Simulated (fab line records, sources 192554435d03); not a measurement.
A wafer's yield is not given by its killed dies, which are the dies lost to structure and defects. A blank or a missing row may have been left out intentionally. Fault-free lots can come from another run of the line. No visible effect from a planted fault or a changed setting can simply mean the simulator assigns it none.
fab line records + flow n5_finfet
record
- lots=4
- wafers=12
- last_day=17
route steps=1938 shown BEOL_M1@751 BEOL_M4@1111 PASSIVATION@1936
lots untouched by any fault: they come from a run of this same line in which no faults occurred
start_h: start of the lot's first displayed wafer, in hours after the record's first day + wait_h: hours elapsed since this lot's preceding step + " same as the row above + L1.1+2: a single row standing in for several wafers + - value missing, or start not given + * or withheld: withheld + < > ~ a bound
route shown NAME@n: NAME is a module with steps in the file, n the number in the route of the first one + usual: mean/standard deviation taken from wafers without a fault + same: alike in all rows + chamber/n: place in a boat + sites: each site's reading + _std_site: the values' standard deviation + _edge_site: mean of outer sites minus mean of inner sites + radius_mm: for every site, how far away it sits from the centre of the wafer + mask NAME#n: copy n + behind: tool/chamber where the wafer was last shaped + hold: what put the lot on hold/how long, in hours/how the hold closed + device: names the non-switching transistor (n, p or np) + end of line: the same wafers' tests at the end of the route + step lacking rows: just its recipe + killed: dies that structure and defects cost at the first sort, which is not the same as the wafer's yield + map: a wafer's dies, x killed, . not, _ none there
set.NAME: the setting that was run; set.NAME@STEP: the one run at that earlier step + model.NAME: the simulator's own value behind a step, which no gauge read
certain route steps with their lots: each step a table, each wafer a row
services: when a tool's chamber went out of use (start_h, in hours from the record's first day, below 0 if earlier), for how many hours, and the reason
## steps
# step N5_BEOL_M1_ILD_DEP_00
# recipe
- material=SiOC
- target_thk_a=790
- temp_c=350
- precursor=DEMS/O2
- pressure_torr=5
- rf_w=500
- time_s=15.3
# step N5_BEOL_M1_PECVD_72
# recipe
- material=SiO2
- target_thk_a=160
- temp_c=400
- precursor=TEOS/O2
- pressure_torr=5.5
- rf_w=450
- teos_flow_sccm=53.8
- gas=O2
- flow_sccm=3000
- time_s=18
# step N5_BEOL_M1_HM_DEP_02
# recipe
- material=TiN
- target_thk_a=200
- temp_c=25
- chamber_pressure_pa=0.49996
# step N5_BEOL_M1_COAT_61
# recipe
- resist=SOC
- temp_c=250
- time_s=60
- spin_rpm=1500
- resist_thk_nm=60
# step N5_BEOL_M1_COAT_62
# recipe
- resist=SiARC
- temp_c=220
- time_s=60
- spin_rpm=1500
- resist_thk_nm=12
# step N5_BEOL_M1_COAT_73
# recipe
- resist=underlayer
- temp_c=205
- time_s=60
- spin_rpm=1500
- resist_thk_nm=5
# step N5_BEOL_M1_COAT_05
# recipe
- resist=CAR-EUV
- spin_rpm=1500
- resist_thk_nm=30
# step N5_BEOL_M1_EBR_07
# recipe
- solvent=PGMEA
- ebr_width_mm=1.5
# step N5_BEOL_M1_SOFTBAKE_06
# recipe
- temp_c=110
- time_s=60
- resist=CAR-EUV
# step N5_BEOL_M1_EXPOSE_08
# recipe
- mask_id=M1
- na=0.33
- source_shape=dipole
- sigma_inner=0.369
- sigma_outer=0.767
- polarization=unpolarized
- dose_mj=33
# usual
- exposure_dose_mJ_cm2=32.91/0.033
- stage_msd_nm=0.839/0.012
| lot.wafer | tool           | chamber | start_h | wait_h | mask | exposure_dose_mJ_cm2 | stage_msd_nm | model.BEOL_M1.overlay_x_nm |
|-----------|----------------|---------|---------|--------|------|----------------------|--------------|----------------------------|
| L528.1    | euv_scanner-02 | 0       | 176.81  | -      | M1#0 | 32.91                | 0.841        | 0.4                        |
| L528.3    | "              | 0       | "       | "      | M1#0 | 32.86                | 0.841        | 0.4                        |
| L528.6    | "              | 0       | "       | "      | M1#0 | 32.89                | 0.844        | 0.4                        |
| L536.2    | euv_scanner-02 | 0       | 218.64  | -      | M1#0 | 32.87                | 0.833        | 7.8                        |
| L536.5    | "              | 0       | "       | "      | M1#0 | 32.91                | 0.836        | 7.8                        |
| L536.6    | "              | 0       | "       | "      | M1#0 | 32.88                | 0.835        | 7.8                        |
| L539.2    | euv_scanner-02 | 0       | 237.98  | -      | M1#0 | 32.93                | 0.828        | 8                          |
| L539.3    | "              | 0       | "       | "      | M1#0 | 32.92                | 0.829        | 8                          |
| L539.6    | "              | 0       | "       | "      | M1#0 | 32.87                | 0.823        | 8                          |
| L542.1    | euv_scanner-01 | 0       | 253.11  | -      | M1#0 | 32.98                | 0.840        | 0                          |
| L542.3    | "              | 0       | "       | "      | M1#0 | 32.91                | 0.839        | 0                          |
| L542.5    | "              | 0       | "       | "      | M1#0 | 32.97                | 0.844        | 0                          |
# step N5_BEOL_M1_PEB_09
# recipe
- peb_temp_c=100
- peb_time_s=60
- resist=CAR-EUV
# step N5_BEOL_M1_DEVELOP_10
# recipe
- develop_time_s=30
- developer=TMAH
- resist=CAR-EUV
- rinse_liquid=surfactant_rinse
- dry=air_spin
- dev_temp_c=23
# step N5_BEOL_M1_OVL_MEAS_12
# recipe
- points_per_wafer=522
# usual
- M1_OVL=0.0/0.6
| lot.wafer | tool       | chamber | start_h | wait_h | M1_OVL[nm] |
|-----------|------------|---------|---------|--------|------------|
| L528.1    | overlay-01 | 0       | 176.96  | 0.0    | 0.8        |
| L528.3    | "          | 0       | "       | "      | 0.5        |
| L528.6    | "          | 0       | "       | "      | 0.0        |
| L536.2    | overlay-01 | 0       | 218.80  | 0.0    | 7.8        |
| L536.5    | "          | 0       | "       | "      | 8.1        |
| L536.6    | "          | 0       | "       | "      | 6.7        |
| L539.2    | overlay-02 | 0       | 238.13  | 0.0    | 7.4        |
| L539.3    | "          | 0       | "       | "      | 8.1        |
| L539.6    | "          | 0       | "       | "      | 8.0        |
| L542.1    | overlay-02 | 0       | 253.27  | 0.0    | -0.3       |
| L542.3    | "          | 0       | "       | "      | -0.1       |
| L542.5    | "          | 0       | "       | "      | -0.8       |
# step N5_BEOL_M1_DESCUM_16
# recipe
- chemistry=O2
- time_s=7
- source_power_w=50
- bias_power_w=20
- pressure_mtorr=20
- rf_frequency_hz=2.712e+07
- temp_c=40
- resist=CAR-EUV
- o2_flow_sccm=225
# step N5_BEOL_M1_ETCH_74
# recipe
- chemistry=N2/H2
- target=underlayer
- target_depth_a=65
- mask_material=CAR-EUV
- time_s=5.2
- ion_energy_ev=200
- pressure_mtorr=30
- source_w=840
- bias_w=150
- n2_flow_sccm=200
- h2_flow_sccm=200
- ends=cleared
# step N5_BEOL_M1_ETCH_63
# recipe
- chemistry=CF4
- target=SiARC
- target_depth_a=156
- mask_material=CAR-EUV
- time_s=26
- ion_energy_ev=80
- pressure_mtorr=40
- source_w=545
- bias_w=36
- Ar_flow_sccm=100
- cf4_flow_sccm=100
- ends=cleared
# step N5_BEOL_M1_ETCH_64
# recipe
- chemistry=N2/H2
- target=SOC
- target_depth_a=750
- overetch_a=150
- mask_material=SiARC
- temp_c=40
- time_s=112.5
- ion_energy_ev=200
- pressure_mtorr=30
- source_w=840
- bias_w=150
- n2_flow_sccm=200
- h2_flow_sccm=200
# step N5_BEOL_M1_STRIP_65
# recipe
- chemistry=N2/H2
- temp_c=40
- n2_flow_sccm=200
- h2_flow_sccm=200
- rf_frequency_hz=6e+07
# step N5_BEOL_M1_STRIP_75
# recipe
- chemistry=N2/H2
- temp_c=40
- n2_flow_sccm=200
- h2_flow_sccm=200
- rf_frequency_hz=6e+07
# step N5_BEOL_M1_STRIP_66
# recipe
- chemistry=CF4
- resist=SiARC
- power_w=300
- bias_power_w=75
- pressure_mtorr=50
- cf4_flow_sccm=150
- rf_frequency_hz=6e+07
# step N5_BEOL_M1_HM_OPEN_17
# recipe
- chemistry=Cl2/BCl3
- target_depth_a=200
- overetch_a=60
- target=TiN
- mask_material=SOC
- ion_energy_ev=150
- pressure_mtorr=10
- icp_w=1000
- bias_w=126
- Cl2_flow_sccm=53.25
- bcl3_flow_sccm=21.75
- Ar_flow_sccm=25
# step N5_BEOL_M1_STRIP_19
# recipe
- chemistry=O2
- power_w=400
- temp_c=40
- pressure_mtorr=30
- rf_frequency_hz=6e+07
- bias_power_w=0
- overash_fraction=0.2
- o2_flow_sccm=225
# step N5_BEOL_M1_COAT_67
# recipe
- resist=SOC
- temp_c=250
- time_s=60
- spin_rpm=1500
- resist_thk_nm=60
# step N5_BEOL_M1_COAT_68
# recipe
- resist=SiARC
- temp_c=220
- time_s=60
- spin_rpm=1500
- resist_thk_nm=12
# step N5_BEOL_M1_COAT_76
# recipe
- resist=underlayer
- temp_c=205
- time_s=60
- spin_rpm=1500
- resist_thk_nm=5
# step N5_BEOL_M1_COAT_22
# recipe
- resist=CAR-EUV
- spin_rpm=1500
- resist_thk_nm=30
# step N5_BEOL_M1_EBR_24
# recipe
- solvent=PGMEA
- ebr_width_mm=1.5
# step N5_BEOL_M1_SOFTBAKE_23
# recipe
- temp_c=110
- time_s=60
- resist=CAR-EUV
# step N5_BEOL_M1_EXPOSE_25
# recipe
- mask_id=V0
- na=0.33
- source_shape=quasar
- sigma_inner=0.2
- sigma_outer=0.8
- polarization=unpolarized
- defocus_nm=5
- target_cd_nm=24
- dose_mj=63
# step N5_BEOL_M1_PEB_26
# recipe
- peb_temp_c=100
- peb_time_s=60
- resist=CAR-EUV
# step N5_BEOL_M1_DEVELOP_27
# recipe
- develop_time_s=30
- developer=TMAH
- resist=CAR-EUV
- rinse_liquid=surfactant_rinse
- dry=air_spin
- dev_temp_c=23
# step N5_BEOL_M1_DESCUM_33
# recipe
- chemistry=O2
- time_s=7
- source_power_w=50
- bias_power_w=20
- pressure_mtorr=20
- rf_frequency_hz=2.712e+07
- temp_c=40
- resist=CAR-EUV
- o2_flow_sccm=225
# step N5_BEOL_M1_ETCH_77
# recipe
- chemistry=N2/H2
- target=underlayer
- target_depth_a=65
- mask_material=CAR-EUV
- time_s=5.2
- ion_energy_ev=200
- pressure_mtorr=30
- source_w=840
- bias_w=150
- n2_flow_sccm=200
- h2_flow_sccm=200
- ends=cleared
# step N5_BEOL_M4_RC_MEAS_101
# usual
- DIBL_N=36.3/1.2
- DIBL_P=36.7/1.5
- IOFF_N=0.164/0.02
- IOFF_P=0.214/0.024
- ION_N=673/8.5
- ION_P=461/5.9
- SS_N=71.6/0.44
- SS_P=73.3/0.55
- VT_N=249.4/2.4
- VT_P=-250.0/2.3
| lot.wafer | tool      | chamber | start_h | wait_h | DIBL_N[mV/V] | DIBL_P[mV/V] | IOFF_N[nA/um] | IOFF_P[nA/um] | ION_N[uA/um] | ION_P[uA/um] | SS_N[mV/dec] | SS_P[mV/dec] | VT_N[mV] | VT_P[mV] |
|-----------|-----------|---------|---------|--------|--------------|--------------|---------------|---------------|--------------|--------------|--------------|--------------|----------|----------|
| L528.1    | prober-02 | 0       | 225.24  | 0.0    | 36.0         | 37.4         | 0.166         | 0.229         | 679          | 463          | 72.2         | 74.2         | 249.7    | -249.9   |
| L528.3    | "         | 0       | "       | "      | 35.3         | 35.4         | 0.146         | 0.194         | 658          | 452          | 71.1         | 73.0         | 253.7    | -250.4   |
| L528.6    | "         | 0       | "       | "      | 35.4         | 36.6         | 0.150         | 0.206         | 672          | 463          | 71.9         | 73.8         | 250.6    | -251.1   |
| L536.2    | prober-02 | 0       | 260.07  | 0.2    | 35.0         | 35.8         | 0.133         | 0.198         | 669          | 465          | 71.0         | 72.8         | 254.1    | -248.2   |
| L536.5    | "         | 0       | "       | "      | 35.2         | 35.6         | 0.134         | 0.196         | 664          | 460          | 70.6         | 72.4         | 251.3    | -249.8   |
| L536.6    | "         | 0       | "       | "      | 37.1         | 38.4         | 0.170         | 0.239         | 672          | 465          | 72.0         | 74.3         | 252.0    | -244.9   |
| L539.2    | prober-01 | 0       | 281.12  | 0.2    | 35.2         | 37.4         | 0.164         | 0.210         | 682          | 464          | 71.4         | 72.5         | 247.2    | -249.2   |
| L539.3    | "         | 0       | "       | "      | 33.8         | 35.5         | 0.130         | 0.181         | 660          | 456          | 71.2         | 71.9         | 252.8    | -249.8   |
| L539.6    | "         | 0       | "       | "      | 34.3         | 36.2         | 0.150         | 0.189         | 668          | 453          | 71.1         | 72.4         | 249.9    | -252.0   |
| L542.1    | prober-01 | 0       | 300.04  | 0.0    | 36.3         | 37.0         | 0.167         | 0.223         | 677          | 466          | 71.0         | 72.8         | 248.7    | -250.5   |
| L542.3    | "         | 0       | "       | "      | 37.6         | 37.8         | 0.191         | 0.241         | 672          | 455          | 72.1         | 73.7         | 245.5    | -250.5   |
| L542.5    | "         | 0       | "       | "      | 35.0         | 35.8         | 0.150         | 0.207         | 676          | 464          | 71.3         | 72.3         | 247.3    | -251.2   |
# step N5_PASSIVATION_PROBE_49
# usual
- defect_limited_yield=91.2/1.5
- killed_at_M0_to_M3=35/11
- killed_at_M4_up=13/5.6
- killed_at_contacts=13/6.3
- killed_at_front_end=38/12
- killed_at_other=3.7/2.9
- killed_dies=104/18
- killed_on_rim=14/3.8
- killed_open=69/13
- killed_short=34/8.3
- sort_bin_5_function=5.2/0.95
- sort_bin_6_memory=3.3/0.68
- sort_n_pass=1076/18
- sort_yield_pct=91.2/1.5
# same
- gross_dies=1180
- killed_at_back_side=0
- sort_bin_4_leakage[%]=0
- sort_bin_8_speed[%]=0
| lot.wafer | tool      | chamber | start_h | wait_h | defect_limited_yield[%] | killed_at_M0_to_M3 | killed_at_M4_up | killed_at_contacts | killed_at_front_end | killed_at_other | killed_dies | killed_on_rim | killed_open | killed_short | sort_bin_5_function[%] | sort_bin_6_memory[%] | sort_n_pass | sort_yield_pct[%] |
|-----------|-----------|---------|---------|--------|-------------------------|--------------------|-----------------|--------------------|---------------------|-----------------|-------------|---------------|-------------|--------------|------------------------|----------------------|-------------|-------------------|
| L536.2    | prober-01 | -       | 364.77  | 0.1    | 64.3                    | 349                | 10              | 13                 | 47                  | 2               | 421         | 61            | 74          | 35           | 18.0                   | 3.6                  | 759         | 64.3              |
| L536.5    | prober-01 | -       | 364.92  | 0.2    | 58.6                    | 418                | 13              | 11                 | 46                  | 1               | 489         | 67            | 76          | 35           | 20.9                   | 3.5                  | 691         | 58.6              |
| L536.6    | prober-01 | -       | 364.97  | 0.3    | 76.0                    | 195                | 5               | 26                 | 53                  | 4               | 283         | 34            | 74          | 45           | 12.4                   | 3.6                  | 897         | 76.0              |
| L539.2    | prober-02 | -       | 394.22  | 0.1    | 48.9                    | 527                | 14              | 9                  | 52                  | 1               | 603         | 77            | 69          | 48           | 26.6                   | 3.2                  | 577         | 48.9              |
| L539.3    | prober-02 | -       | 394.27  | 0.1    | 57.6                    | 422                | 21              | 18                 | 37                  | 2               | 500         | 64            | 58          | 43           | 22.8                   | 2.4                  | 680         | 57.6              |
| L539.6    | prober-02 | -       | 394.42  | 0.3    | 38.6                    | 668                | 21              | 10                 | 25                  | 1               | 725         | 88            | 73          | 29           | 30.4                   | 3.4                  | 455         | 38.6              |
| L542.1    | prober-01 | -       | 409.84  | 0.0    | 93.4                    | 17                 | 14              | 9                  | 37                  | 1               | 78          | 15            | 49          | 26           | 4.4                    | 2.0                  | 1102        | 93.4              |
| L542.3    | prober-01 | -       | 409.94  | 0.1    | 91.4                    | 42                 | 7               | 13                 | 34                  | 5               | 101         | 14            | 71          | 29           | 5.3                    | 3.1                  | 1079        | 91.4              |
| L542.5    | prober-01 | -       | 410.04  | 0.2    | 90.7                    | 22                 | 13              | 29                 | 45                  | 1               | 110         | 8             | 66          | 41           | 5.9                    | 3.2                  | 1070        | 90.7              |
# killed by level:class
L536.2 BEOL_M1:overlay=312 FIN_SAQP:geometric_particle:open=17 MOL_CONTACT_COAG:geometric_particle:open=12 BEOL_M0_SAQP:geometric_particle:open=11 BEOL_M0_SAQP:geometric_particle:short=10 FIN_SAQP:geometric_particle:short=8 STI_FIN_REVEAL:geometric_particle:open=7 BEOL_M3:geometric_particle:open=6
L536.5 BEOL_M1:overlay=378 BEOL_M3:geometric_particle:open=13 FIN_SAQP:geometric_particle:short=12 MOL_CONTACT_COAG:geometric_particle:open=10 FIN_SAQP:geometric_particle:open=9 STI_FIN_REVEAL:geometric_particle:open=9 BEOL_M0_SAQP:geometric_particle:open=9 BEOL_M4:geometric_particle:open=8
L536.6 BEOL_M1:overlay=163 MOL_CONTACT_COAG:geometric_particle:open=19 FIN_SAQP:geometric_particle:short=16 FIN_SAQP:geometric_particle:open=9 BEOL_M3:geometric_particle:open=9 STI_FIN_REVEAL:geometric_particle:open=8 MOL_CONTACT_COAG:geometric_particle:short=6 DUMMY_GATE:geometric_particle:open=6
L539.2 BEOL_M1:overlay=485 STI_FIN_REVEAL:geometric_particle:open=15 BEOL_M0_SAQP:geometric_particle:open=10 BEOL_M0_SAQP:geometric_particle:short=10 BEOL_M3:geometric_particle:open=8 FIN_SAQP:geometric_particle:short=7 BEOL_M4:geometric_particle:open=6 STARTING-WAFER:geometric_particle:open=6
L539.3 BEOL_M1:overlay=397 MOL_CONTACT_COAG:geometric_particle:open=12 BEOL_M4:geometric_particle:open=10 BEOL_M0_SAQP:geometric_particle:short=9 FIN_SAQP:geometric_particle:short=8 GATE_CUT:geometric_particle:short=8 STI_FIN_REVEAL:geometric_particle:open=7 MOL_CONTACT_COAG:geometric_particle:short=6
L539.6 BEOL_M1:overlay=621 BEOL_M3:geometric_particle:open=12 BEOL_M2:geometric_particle:open=11 BEOL_M4:geometric_particle:open=10 BEOL_M0_SAQP:geometric_particle:open=9 MOL_CONTACT_COAG:geometric_particle:open=8 BEOL_M0_SAQP:geometric_particle:short=8 STI_FIN_REVEAL:geometric_particle:open=5
L542.1 FIN_SAQP:geometric_particle:short=8 MOL_CONTACT_COAG:geometric_particle:open=7 BEOL_M1:geometric_particle:open=6 DUMMY_GATE:geometric_particle:open=5 BEOL_M3:geometric_particle:open=5 FIN_SAQP:geometric_particle:open=3 GATE_CUT:geometric_particle:open=3 GATE_CUT:geometric_particle:short=3
L542.3 MOL_CONTACT_COAG:geometric_particle:open=11 BEOL_M2:geometric_particle:open=11 FIN_SAQP:geometric_particle:open=10 BEOL_M3:geometric_particle:open=8 BEOL_M0_SAQP:geometric_particle:open=7 FIN_SAQP:geometric_particle:short=5 STI_FIN_REVEAL:geometric_particle:open=5 BEOL_M0_SAQP:geometric_particle:short=5
L542.5 MOL_CONTACT_COAG:geometric_particle:open=24 FIN_SAQP:geometric_particle:short=13 STI_FIN_REVEAL:geometric_particle:open=9 MOL_CONTACT_COAG:geometric_particle:short=5 BEOL_M0_SAQP:geometric_particle:short=5 BEOL_M2:geometric_particle:open=5 BEOL_M3:geometric_particle:open=5 STI_FIN_REVEAL:geometric_particle:short=4
# map L536.5 (x killed, . not)
_________________.x..x.x..x.x________________
______________x.xx...xx.....x..._____________
___________.xx....xxx..x..x..x.xx..__________
__________xx..xx.x.xxx.x...x.x.x.x.._________
________.x.xxxxxxxx.x.x.x...x...xx..xx_______
_______xxxx...xxx.xxx.x..x....xxx...xx.______
______.x..........x.......xx.xx..x.x..xx_____
_____........xx.......x.x.x.x........xx..____
____.xx.x..xxx..x....x...xxxx....xxx.xx...___
___...x..xxx.x...x.....x.xx..x...x.x..x....__
___.x....x.xxxx.x...xx....x.x....xx.x.....x__
__x...xxxxx.x...x.x..xx...x..xxx....x......._
__xxxx..xxx..x...x..x..xx.....xx..x........._
_x....x.xx.x.....xx..x.x.x......x..x.xx....x.
_....x..x..xx....x.x.....xx...xxxxxxxxx..xx..
_x..x.x.x.xx.x....x..x......x.x..x..xxx..xxxx
_x..xx.x...x...x..xxx...xx.xx..xx.x.xx.xx...x
_....xxxxx.xxxx.x.....xxxx.x..x...xx.x..xx.xx
_......xxx.....x....xx.x..x.xx..xxxx....x....
_x.x.....xx.....xxx...x.xx.xx...xxxxxx...x...
_..xx.x..x.xx.....xx......xxx..x.x..x..x..xx.
__....x.x.....xxxxx..x.xx..xxx.x.xxxx.x.x..x_
__...x..x.........x....xxx.xx.xx.x..xxx..x.._
___xx..x.x..x..x..x...x.xx...xx...x...x...x__
___.xx...x.....xx...x..x.x.x.x...x....x..x.__
____x...x....x..xx.xxx...x..x..xxx.x....x.___
_____xx.xxx...x.xxxxx..x.x.xx....x...x.xx____
______.xx....x...xxx.xx.....x.x...x.xxxx_____
_______xxx..x...x.x...x......xxxxx.xxx.______
________..x.x.x.x.x..xx.x...xxx.xxx..._______
__________x..xx..xxxx.xxxx..x.x.xx.._________
___________x....x...xx.xx...xx..x..__________
______________xx...xx..x..x..x.x_____________
_________________.xx.xx...x..________________
# map L539.6 (x killed, . not)
_________________.xx..x.xxxxx________________
______________x.x..xx.xxxx......_____________
___________.xxxx.xx..x.xxxxx...x...__________
__________.xxx..xx.x.xx..xxxxxx..x.._________
________.x..x.xx.xxxxxxxxxx..x.xx.xxxx_______
_______xxx..x.xxxxxxx.x.xx.xxxxx..xxxxx______
______.xxxxx.xxx.xxxx...xxxxxx.x.xxxxx.x_____
_____xx..xxx.xxx.xxxx..x.xx.xxxx.xx.xx.xx____
____..x.xxx...xx.xx.xx.xxxx..x...xxxxxxxxx___
___xx.xx.xx.x..xxxxxx.x.x..xxxx.xxx...xxxxx__
___xxxxx.....x.x.xxxxxxx..xx.x.xx..xxxx..xx__
__.xxxxxxx.xx...x.x.xxxx.xxxx..xx..xx.xxx.x._
__.xx.x.x.xx.xx.x.xxx.xxxxxxx...x...x..x.xx._
_.xx.xxxxx...x.x...xx.xx.xxx..x.xxx.xx..x.xx.
_..xx.x.x.xx..x..xxxxxx....x.x.x..xxxx.xx.xxx
_xx..xxxx...x.x.x.x.x.xxx...xx..xxx.x..xx..x.
_.x.x...x..xxxxx...xxxxx..xxxxxxx.xxxxxx....x
_x..xxxxxxxx..x..xxxxxx..xx.x.x..xxx.xx.xxx.x
_xx.xxxxx..x..xx.xx..xx.xxxx.x.xx.x..x.xx.xxx
_xxxxxxxxxxx.xxx.xxx.x...x.xxx.x.x....xx...xx
_xx.x...xxx..xxx.xx.x.xx.xxx.xx...xx..x.x.x..
__..xxxxxx..x.xx...x..xxxxxx.xx.x.xxx.x.xxxx_
__x..xxxx.xxxxxxx..xxxx..xxxxx.....xx..xxx.._
___xx..xxxxxx..x.x.xxx.xxx.x....xxxx.x.x.xx__
___.xxxx...xxxx..xx.x.x.x.xxxxx.xxx.xxxxx.x__
____xx.xxxxxx..x..x.xx.xxx.....xxxxx.xxxxx___
_____xx...xx..xxxxxx........x.xxx...xx.xx____
______xx..xx.xx..xxxxx.x.xxxx.xx.xxx.x.x_____
_______xxx..x.x....xx..xx..x.xxxxx.xx..______
________...xxx..x.xxx..xxxx..xxxxx...x_______
__________..xxx..xx.xxxx....x.xx.xxx_________
___________xx.x..xx.xxxxxx.x....xx.__________
______________xx..xxxx..x.xx..x._____________
_________________.xx..xxx...x________________
## services
| tool           | chamber | start_h | hours | kind        |
|----------------|---------|---------|-------|-------------|
| euv_scanner-02 | -       | 156.67  | 1.0   | pm          |
| euv_scanner-01 | -       | 165.30  | 17.3  | pm          |
| euv_scanner-01 | -       | 182.60  | 5.8   | pm          |
| euv_scanner-02 | -       | 185.16  | 12.4  | repair      |
| euv_scanner-01 | -       | 197.55  | 1.0   | pm          |
| euv_scanner-02 | 0       | 209.13  | -     | calibration |
| euv_scanner-02 | -       | 212.82  | 1.0   | pm          |
| euv_scanner-02 | -       | 222.28  | 11.9  | repair      |
| euv_scanner-01 | -       | 242.39  | 0.2   | repair      |
| euv_scanner-01 | -       | 246.73  | 1.0   | pm          |
| euv_scanner-02 | -       | 250.81  | 4.6   | pm          |
## key
first_sign
- step=N5_BEOL_M1_OVL_MEAS_12
- reading=M1_OVL
- direction=up
- sigmas=13
- usual=0.0
- struck=7.7
effect
- step=N5_PASSIVATION_PROBE_49
- reading=killed_at_M0_to_M3
- direction=up
- sigmas=36
- usual=35
- struck=430
model_effect
- step=N5_BEOL_M1_EXPOSE_08
- value=BEOL_M1.overlay_x_nm
- without=0.3
- struck=7.9
more_kills_born_at
- N5_BEOL_M1_EXPOSE_08@euv_scanner-02=2356
met_at N5_BEOL_M1_EXPOSE_08
struck_wafers L536.2,L536.5,L536.6,L539.2,L539.3,L539.6
onset_between 176.81 218.64
fault
- kind=scanner_matching_overlay
- tool=euv_scanner-02
- chamber=-
- onset_h=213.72
- steps=N5_BEOL_M1_EXPOSE_08
- offset=7.6111
